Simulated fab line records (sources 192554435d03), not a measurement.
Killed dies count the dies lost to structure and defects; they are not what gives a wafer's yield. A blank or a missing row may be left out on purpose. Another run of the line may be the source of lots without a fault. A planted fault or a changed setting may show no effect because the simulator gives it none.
fab line records	flow n5_finfet
record lots=6	wafers=18	last_day=18
route steps=1938 shown BEOL_M0_SAQP@635 BEOL_M4@1111 PASSIVATION@1936
lots that met no fault: from a run of the same line without faults
start_h: the number of hours between the record's first day and the start of the first shown wafer of the lot	wait_h: hours from the lot's prior step to this one	" identical to the entry in the row above	L1.1+2: several wafers, shown together as one row	- value missing, or start not given	* or withheld: withheld	< > ~ a bound
route shown NAME@n: a module of which the file shows steps, and the number in the route of the first	usual: mean/standard deviation of fault-free wafers	same: alike in all rows	chamber/n: place in a boat	sites: each site's reading	_std_site: their standard deviation	_edge_site: the outer-site mean with the inner-site mean subtracted	radius_mm: how far each site lies from the wafer's centre	mask NAME#n: copy n	behind: the most recent tool/chamber to have shaped the wafer	hold: reason for holding the lot/hours on hold/outcome of the hold	device: transistor that didn't switch, given as n, p or np	end of line: at the end of the route, the tests of the same wafers	for a step that has no rows: nothing shown but its recipe	killed: dies lost to structure and defects at the first sort, not the wafer's yield	map: per-die view of a wafer (x killed, . not killed, _ where there is no die)
set.NAME: the setting the step ran with; set.NAME@STEP: the setting that earlier step ran with	model.NAME: the simulator's own value behind a step, which no gauge read
certain route steps with their lots: each step a table, each wafer a row
services: when a tool's chamber went out of use (start_h, in hours from the record's first day, below 0 if earlier), for how many hours, and the reason
## steps
# step N5_BEOL_M0_SAQP_PECVD_03
# recipe material=SiCN	target_thk_a=120	temp_c=withheld	precursor=3MS/NH3	pressure_torr=3	rf_w=202	time_s=21.1
# usual showerhead_plenum_p_Torr=3.660/0.012	throttle_valve_pct=9.0/0.42
# same time_s=21.1
lot.wafer	tool	chamber	start_h	wait_h	showerhead_plenum_p_Torr	throttle_valve_pct
L253.1	pecvd-04	1	119.74	0.1	3.639	9.0
L253.3	"	2	"	"	3.673	9.1
L253.4	"	1	"	"	3.645	9.2
L260.2	pecvd-03	0	159.58	0.1	3.655	8.5
L260.4	"	2	"	"	3.671	8.4
L260.6	"	1	"	"	3.644	9.3
L261.1	pecvd-02	1	163.14	0.1	3.688	9.3
L261.2	"	0	"	"	3.672	9.6
L261.5	"	2	"	"	3.664	8.2
L264.1	pecvd-04	2	181.68	0.1	3.687	9.2
L264.2	"	1	"	"	3.637	9.2
L264.6	"	0	"	"	3.671	9.4
L272.2	pecvd-03	2	234.28	0.1	3.664	8.4
L272.4	"	1	"	"	3.654	9.1
L272.5	"	0	"	"	3.649	8.9
L274.2	pecvd-04	1	242.59	0.1	3.654	9.2
L274.4	"	0	"	"	3.664	9.6
L274.5	"	1	"	"	3.651	8.8
# step N5_BEOL_M0_SAQP_PECVD_96
# recipe material=a-Si	target_thk_a=450	temp_c=350	precursor=SiH4/He	pressure_torr=3	rf_w=100	time_s=45.2
# usual heater_power_w=637/79	showerhead_plenum_p_Torr=5.65/0.043	throttle_valve_pct=18.0/0.79
# same time_s=45.2
lot.wafer	tool	chamber	start_h	wait_h	heater_power_w	showerhead_plenum_p_Torr	throttle_valve_pct
L253.1	pecvd-04	1	119.77	0.0	577	5.59	18.4
L253.3	"	2	"	"	560	5.72	18.0
L253.4	"	1	"	"	577	5.59	18.3
L260.2	pecvd-03	0	159.61	0.0	691	5.61	17.6
L260.4	"	2	"	"	573	5.67	16.5
L260.6	"	1	"	"	605	5.60	18.4
L261.1	pecvd-02	1	163.17	0.0	824	5.73	18.7
L261.2	"	0	"	"	586	5.64	19.4
L261.5	"	2	"	"	695	5.67	17.0
L264.1	pecvd-04	2	181.71	0.0	487	5.69	18.1
L264.2	"	1	"	"	567	5.60	18.4
L264.6	"	0	"	"	686	5.66	18.8
L272.2	pecvd-03	2	234.31	0.0	630	5.67	16.7
L272.4	"	1	"	"	599	5.61	18.6
L272.5	"	0	"	"	710	5.62	17.9
L274.2	pecvd-04	1	242.62	0.0	535	5.61	18.2
L274.4	"	0	"	"	637	5.66	19.2
L274.5	"	1	"	"	531	5.59	18.4
# step N5_BEOL_M0_SAQP_PECVD_97
# recipe material=SiNx	target_thk_a=230	temp_c=350	precursor=SiH4/NH3/N2	pressure_torr=1.5	rf_w=300	time_s=19.9
# usual heater_power_w=561/74	showerhead_plenum_p_Torr=5.12/0.059	throttle_valve_pct=39.6/1.8
# same time_s=19.9
lot.wafer	tool	chamber	start_h	wait_h	heater_power_w	showerhead_plenum_p_Torr	throttle_valve_pct
L253.1	pecvd-04	1	119.81	0.0	527	5.05	40.1
L253.3	"	2	"	"	453	5.21	39.5
L253.4	"	1	"	"	527	5.04	40.1
L260.2	pecvd-03	0	159.66	0.0	636	5.08	38.9
L260.4	"	2	"	"	563	5.16	36.8
L260.6	"	1	"	"	523	5.04	40.3
L261.1	pecvd-02	1	163.22	0.0	725	5.20	41.5
L261.2	"	0	"	"	494	5.11	42.5
L261.5	"	2	"	"	600	5.14	37.4
L264.1	pecvd-04	2	181.75	0.0	462	5.21	39.6
L264.2	"	1	"	"	498	5.03	40.2
L264.6	"	0	"	"	610	5.15	41.8
L272.2	pecvd-03	2	234.36	0.0	535	5.15	37.0
L272.4	"	1	"	"	523	5.05	40.1
L272.5	"	0	"	"	643	5.08	38.9
L274.2	pecvd-04	1	242.67	0.0	521	5.04	40.3
L274.4	"	0	"	"	587	5.15	42.0
L274.5	"	1	"	"	536	5.04	40.3
# step N5_BEOL_M0_SAQP_PECVD_04
# recipe material=a-Si	target_thk_a=600	temp_c=350	precursor=SiH4/He	pressure_torr=3	rf_w=100	time_s=60.2
# usual heater_power_w=635/78	showerhead_plenum_p_Torr=5.65/0.042	throttle_valve_pct=18.1/0.78
# same time_s=60.2
lot.wafer	tool	chamber	start_h	wait_h	heater_power_w	showerhead_plenum_p_Torr	throttle_valve_pct
L253.1	pecvd-04	1	119.85	0.0	566	5.60	18.4
L253.3	"	2	"	"	479	5.69	18.3
L253.4	"	1	"	"	565	5.59	18.2
L260.2	pecvd-03	0	159.70	0.0	717	5.62	17.8
L260.4	"	2	"	"	619	5.67	16.7
L260.6	"	1	"	"	657	5.58	18.1
L261.1	pecvd-02	1	163.25	0.0	713	5.72	19.1
L261.2	"	0	"	"	571	5.65	19.1
L261.5	"	2	"	"	662	5.66	17.2
L264.1	pecvd-04	2	181.79	0.0	592	5.71	18.3
L264.2	"	1	"	"	604	5.57	18.4
L264.6	"	0	"	"	667	5.69	19.3
L272.2	pecvd-03	2	234.40	0.0	620	5.67	16.9
L272.4	"	1	"	"	622	5.59	18.0
L272.5	"	0	"	"	610	5.62	17.6
L274.2	pecvd-04	1	242.71	0.0	537	5.60	18.2
L274.4	"	0	"	"	668	5.66	19.3
L274.5	"	1	"	"	546	5.59	18.4
# step N5_BEOL_M0_SAQP_THK_MEAS_05
# usual thk_nm=59.6/0.83
lot.wafer	tool	chamber	start_h	wait_h	thk_nm
L253.1	film_metro-01	-	119.95	0.1	60.1
L253.3	"	-	"	"	58.9
L253.4	"	-	"	"	61.4
L260.2	film_metro-01	-	159.80	0.1	58.6
L260.4	"	-	"	"	58.8
L260.6	"	-	"	"	59.7
L261.1	film_metro-01	-	163.35	0.1	58.9
L261.2	"	-	"	"	58.9
L261.5	"	-	"	"	60.8
L264.1	film_metro-02	-	181.89	0.1	59.2
L264.2	"	-	"	"	60.6
L264.6	"	-	"	"	60.2
L272.2	film_metro-01	-	234.49	0.1	58.6
L272.4	"	-	"	"	59.6
L272.5	"	-	"	"	59.9
L274.2	film_metro-01	-	242.82	0.1	60.3
L274.4	"	-	"	"	60.4
L274.5	"	-	"	"	61.0
# step N5_BEOL_M0_SAQP_HM_DEP_111
# recipe material=SiO2	target_thk_a=120	temp_c=400	precursor=SiH4/N2O	pressure_torr=0.75	rf_w=275	time_s=7.2
# usual heater_power_w=778/100	showerhead_plenum_p_Torr=8.10/0.12
# same time_s=7.2
lot.wafer	tool	chamber	start_h	wait_h	heater_power_w	showerhead_plenum_p_Torr
L253.1	pecvd-04	2	119.98	0.0	631	8.29
L253.3	"	1	"	"	627	7.91
L253.4	"	2	"	"	612	8.27
L260.2	pecvd-02	2	159.83	0.0	957	8.14
L260.4	"	2	"	"	943	8.11
L260.6	"	0	"	"	593	8.07
L261.1	pecvd-03	0	163.39	0.0	897	7.98
L261.2	"	2	"	"	705	8.17
L261.5	"	2	"	"	685	8.16
L264.1	pecvd-03	1	181.92	0.0	838	7.99
L264.2	"	0	"	"	822	8.01
L264.6	"	0	"	"	842	8.01
L272.2	pecvd-02	0	234.53	0.0	678	8.09
L272.4	"	1	"	"	878	8.30
L272.5	"	1	"	"	866	8.28
L274.2	pecvd-03	1	242.86	0.0	842	7.94
L274.4	"	1	"	"	865	7.94
L274.5	"	0	"	"	881	8.02
# step N5_BEOL_M0_SAQP_COAT_81
# recipe resist=SOC	temp_c=250	time_s=60	spin_rpm=1500	resist_thk_nm=100
# step N5_BEOL_M0_SAQP_COAT_82
# recipe resist=SiARC	temp_c=220	time_s=60	spin_rpm=1500	resist_thk_nm=30
# step N5_BEOL_M0_SAQP_COAT_08
# recipe resist=CAR-ArF	spin_rpm=1500	resist_thk_nm=90
# step N5_BEOL_M0_SAQP_EBR_10
# recipe solvent=PGMEA	ebr_width_mm=1.5
# step N5_BEOL_M0_SAQP_SOFTBAKE_09
# recipe temp_c=110	time_s=60	resist=CAR-ArF
# step N5_BEOL_M0_SAQP_EXPOSE_11
# recipe mask_id=M0_CORE	na=1.35	source_shape=dipole	sigma_inner=0.538	sigma_outer=0.738	polarization=te	target_cd_nm=42	dose_mj=55
# step N5_BEOL_M0_SAQP_PEB_12
# recipe peb_temp_c=withheld	peb_time_s=60	resist=CAR-ArF
lot.wafer	tool	chamber	start_h	wait_h
L253.1+3+4	litho_track-02	0	120.36	0.1
L260.2+4+6	litho_track-02	0	160.21	0.0
L261.1+2+5	litho_track-02	0	163.67	0.1
L264.1+2+6	litho_track-01	0	182.18	0.1
L272.2+4+5	litho_track-03	0	234.94	0.0
L274.2+4+5	litho_track-02	0	243.23	0.0
# step N5_BEOL_M0_SAQP_DEVELOP_13
# recipe develop_time_s=30	developer=TMAH	resist=CAR-ArF	dev_temp_c=23	rinse_liquid=diw	dry=air_spin
# step N5_BEOL_M0_SAQP_CD_MEAS_14
# recipe target_cd_nm=42.5	landing_energy_ev=500	detector=se_inlens
# usual cd_nm=42.5/0.41
lot.wafer	tool	chamber	start_h	wait_h	cd_nm
L253.1	cd_sem-01	0	120.43	-	42.3
L253.3	"	0	"	"	42.2
L253.4	"	0	"	"	41.8
L260.2	cd_sem-01	0	160.28	-	37.9
L260.4	"	0	"	"	42.6
L260.6	"	0	"	"	42.7
L261.1	cd_sem-01	0	163.73	-	42.1
L261.2	"	0	"	"	38.6
L261.5	"	0	"	"	37.9
L264.1	cd_sem-03	0	182.24	-	43.5
L264.2	"	0	"	"	42.4
L264.6	"	0	"	"	43.0
L272.2	cd_sem-03	0	235.00	-	42.2
L272.4	"	0	"	"	42.6
L272.5	"	0	"	"	42.2
L274.2	cd_sem-03	0	243.30	-	42.1
L274.4	"	0	"	"	42.5
L274.5	"	0	"	"	42.0
# step N5_BEOL_M0_SAQP_OVL_MEAS_15
# recipe points_per_wafer=44
# usual M0_CORE_OVL=0.2/0.87
lot.wafer	tool	chamber	start_h	wait_h	M0_CORE_OVL[nm]
L253.1	overlay-01	0	120.46	0.0	1.1
L253.3	"	0	"	"	0.6
L253.4	"	0	"	"	0.5
L260.2	overlay-01	0	160.31	0.0	0.8
L260.4	"	0	"	"	0.8
L260.6	"	0	"	"	1.4
L261.1	overlay-01	0	163.76	0.0	1.1
L261.2	"	0	"	"	0.5
L261.5	"	0	"	"	1.0
L264.1	overlay-01	0	182.27	0.0	0.3
L264.2	"	0	"	"	1.0
L264.6	"	0	"	"	-0.2
L272.2	overlay-02	0	235.03	0.0	0.2
L272.4	"	0	"	"	1.0
L272.5	"	0	"	"	-0.7
L274.2	overlay-02	0	243.33	0.0	0.5
L274.4	"	0	"	"	0.1
L274.5	"	0	"	"	-0.7
# step N5_BEOL_M4_RC_MEAS_101
# usual DIBL_N=36.2/1.6	DIBL_P=36.5/1.9	IOFF_N=0.158/0.027	IOFF_P=0.21/0.038	ION_N=675/12	ION_P=464/8.9	SS_N=71.5/0.61	SS_P=73.4/0.59	VT_N=250.4/3	VT_P=-250/3.6
lot.wafer	tool	chamber	start_h	wait_h	DIBL_N[mV/V]	DIBL_P[mV/V]	IOFF_N[nA/um]	IOFF_P[nA/um]	ION_N[uA/um]	ION_P[uA/um]	SS_N[mV/dec]	SS_P[mV/dec]	VT_N[mV]	VT_P[mV]
L253.1	prober-01	0	170.19	0.0	34.6	34.5	0.125	0.17	661	456	70.9	73.1	255.4	-257
L253.3	"	0	"	"	33.8	33.2	0.115	0.16	659	455	71.0	73.3	254.6	-254
L253.4	"	0	"	"	35.7	35.9	0.150	0.20	672	460	71.4	73.8	250.0	-252
L261.1	prober-01	0	217.14	0.0	35.5	36.4	0.158	0.21	680	466	71.2	73.9	246.9	-249
L261.2	"	0	"	"	35.6	35.0	0.150	0.19	670	462	71.5	73.3	250.5	-250
L261.5	"	0	"	"	34.7	35.9	0.143	0.20	681	469	71.5	73.5	249.4	-252
L260.2	prober-02	0	219.14	0.2	33.5	33.8	0.121	0.16	666	456	71.6	73.7	253.3	-253
L260.4	"	0	"	"	37.5	40.1	0.211	0.26	686	471	71.5	74.4	246.2	-247
L260.6	"	0	"	"	36.1	37.4	0.163	0.22	684	467	71.0	73.6	250.5	-250
L264.1	prober-02	0	249.60	0.0	35.8	35.2	0.139	0.23	681	473	71.5	73.0	250.2	-249
L264.2	"	0	"	"	36.9	36.3	0.152	0.25	682	475	71.9	73.3	250.9	-247
L264.6	"	0	"	"	36.2	36.2	0.141	0.25	677	480	71.4	73.2	252.4	-246
L272.2	prober-02	0	302.73	0.2	36.4	36.0	0.164	0.18	670	446	71.3	72.3	248.3	-250
L272.4	"	0	"	"	36.4	36.8	0.172	0.21	681	463	71.4	72.8	247.4	-251
L272.5	"	0	"	"	35.2	35.0	0.146	0.17	661	454	71.2	72.1	250.7	-253
L274.2	prober-01	0	313.16	0.2	37.9	38.1	0.188	0.26	677	468	72.0	73.1	250.6	-247
L274.4	"	0	"	"	38.5	39.4	0.212	0.30	686	477	72.1	74.5	246.6	-245
L274.5	"	0	"	"	36.0	36.8	0.159	0.24	672	469	71.3	73.4	250.9	-247
# step N5_PASSIVATION_PROBE_49
# usual defect_limited_yield=91.3/1.7	killed_at_M0_to_M3=33/11	killed_at_M4_up=14/5.5	killed_at_contacts=13/6.5	killed_at_front_end=39/13	killed_at_other=3.4/2.9	killed_dies=103/20	killed_open=69/15	killed_short=32/8.1	sort_bin_5_function=5.1/1.1	sort_bin_6_memory=3.3/0.74	sort_bin_8_speed=0.00/0.014	sort_n_pass=1077/20	sort_yield_pct=91.3/1.7
# same gross_dies=1180	killed_at_back_side=0	sort_bin_4_leakage[%]=0
lot.wafer	tool	chamber	start_h	wait_h	defect_limited_yield[%]	killed_at_M0_to_M3	killed_at_M4_up	killed_at_contacts	killed_at_front_end	killed_at_other	killed_dies	killed_open	killed_short	sort_bin_5_function[%]	sort_bin_6_memory[%]	sort_bin_8_speed[%]	sort_n_pass	sort_yield_pct[%]
L253.1	prober-02	-	282.07	0.0	92.7	30	15	10	30	1	86	55	31	4.4	2.5	0	1094	92.7
L253.3	prober-02	-	282.17	0.1	91.7	36	7	18	36	1	98	60	35	4.4	3.4	0	1082	91.7
L253.4	prober-02	-	282.22	0.2	94.2	13	7	18	29	1	68	52	16	3.1	2.5	0	1112	94.2
L260.2	prober-02	-	336.39	0.1	93.7	23	9	13	25	4	74	41	29	4.2	2.0	0	1106	93.7
L261.2	prober-02	-	337.77	0.1	94.2	30	14	4	19	1	68	43	18	3.5	2.1	0	1112	94.2
L261.5	prober-02	-	337.92	0.2	92.5	49	11	2	26	1	89	44	34	4.4	3.0	0	1091	92.5
# killed by level:class
L253.1 BEOL_M2:geometric_particle:open=9 FIN_SAQP:geometric_particle:short=7 MOL_CONTACT_COAG:geometric_particle:open=7 BEOL_M0_SAQP:geometric_particle:open=7 STI_FIN_REVEAL:geometric_particle:open=5 BEOL_M0_SAQP:geometric_particle:short=5 FIN_SAQP:geometric_particle:open=4 BEOL_M4:geometric_particle:open=4
L253.3 MOL_CONTACT_COAG:geometric_particle:open=12 BEOL_M0_SAQP:geometric_particle:open=11 FIN_SAQP:geometric_particle:short=8 STI_FIN_REVEAL:geometric_particle:open=7 BEOL_M0_SAQP:geometric_particle:short=7 BEOL_M2:geometric_particle:open=7 MOL_CONTACT_COAG:geometric_particle:short=6 STARTING-WAFER:geometric_particle:short=6
L253.4 MOL_CONTACT_COAG:geometric_particle:open=15 STI_FIN_REVEAL:geometric_particle:open=11 FIN_SAQP:geometric_particle:open=3 GATE_CUT:geometric_particle:short=3 MOL_CONTACT_COAG:geometric_particle:short=3 BEOL_M0_SAQP:geometric_particle:open=3 BEOL_M2:geometric_particle:short=3 BEOL_M2:geometric_particle:open=3
L260.2 FIN_SAQP:geometric_particle:open=7 MOL_CONTACT_COAG:geometric_particle:open=7 MOL_CONTACT_COAG:geometric_particle:short=6 BEOL_M0_SAQP:geometric_particle:short=5 STARTING-WAFER:geometric_particle:short=5 BEOL_M1:geometric_particle:open=4 FIN_SAQP:geometric_particle:short=3 BEOL_M3:geometric_particle:open=3
L261.2 BEOL_M4:geometric_particle:open=7 BEOL_M0_SAQP:area_peb=7 BEOL_M0_SAQP:geometric_particle:open=5 BEOL_M2:geometric_particle:open=5 STARTING-WAFER:geometric_particle:short=5 ILD0:geometric_particle:open=4 MOL_CONTACT_COAG:geometric_particle:open=4 BEOL_M3:geometric_particle:open=4
L261.5 BEOL_M0_SAQP:geometric_particle:short=11 BEOL_M0_SAQP:area_peb=10 BEOL_M0_SAQP:geometric_particle:open=9 FIN_SAQP:geometric_particle:open=5 GATE_CUT:geometric_particle:short=4 BEOL_M0:geometric_particle:open=4 STARTING-WAFER:geometric_particle:open=4 FIN_SAQP:geometric_particle:short=3
## services
tool	chamber	start_h	hours	kind
pecvd-03	-	114.44	1.2	repair
litho_track-02	-	120.00	-	consumable_replace:filter
pecvd-03	2	126.61	6.8	repair
pecvd-04	-	131.68	1.8	repair
pecvd-04	0	135.29	2.1	scheduled_down
pecvd-04	1	140.31	36.2	repair
pecvd-04	-	141.20	28.1	pm
pecvd-03	1	161.29	2.1	scheduled_down
pecvd-04	-	179.66	0.3	repair
pecvd-04	-	187.21	3.8	repair
pecvd-04	2	202.38	-	clean
pecvd-04	2	202.38	-	consumable_replace:showerhead
pecvd-04	2	202.38	29.0	scheduled_down
pecvd-04	2	202.38	29.0	vent_cycle
pecvd-02	0	214.50	5.5	scheduled_down
pecvd-02	-	216.91	14.6	pm
pecvd-02	2	233.53	18.2	repair
pecvd-04	2	233.59	5.8	repair
## key
first_sign step=N5_BEOL_M0_SAQP_CD_MEAS_14	reading=cd_nm	direction=down	sigmas=11	usual=42.5	struck=38.1
effect none on later readings
met_at N5_BEOL_M0_SAQP_PEB_12
struck_wafers L260.2,L261.2,L261.5
onset_between 120.36 160.21
fault kind=process_parameter_drift	tool=litho_track-02	chamber=-	onset_h=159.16	steps=N5_BEOL_M0_SAQP_PEB_12	channel=peb_time_s	offset=*	shape=step	end_h=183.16	scope=struck_wafers_only	acts_in=*	stated=*
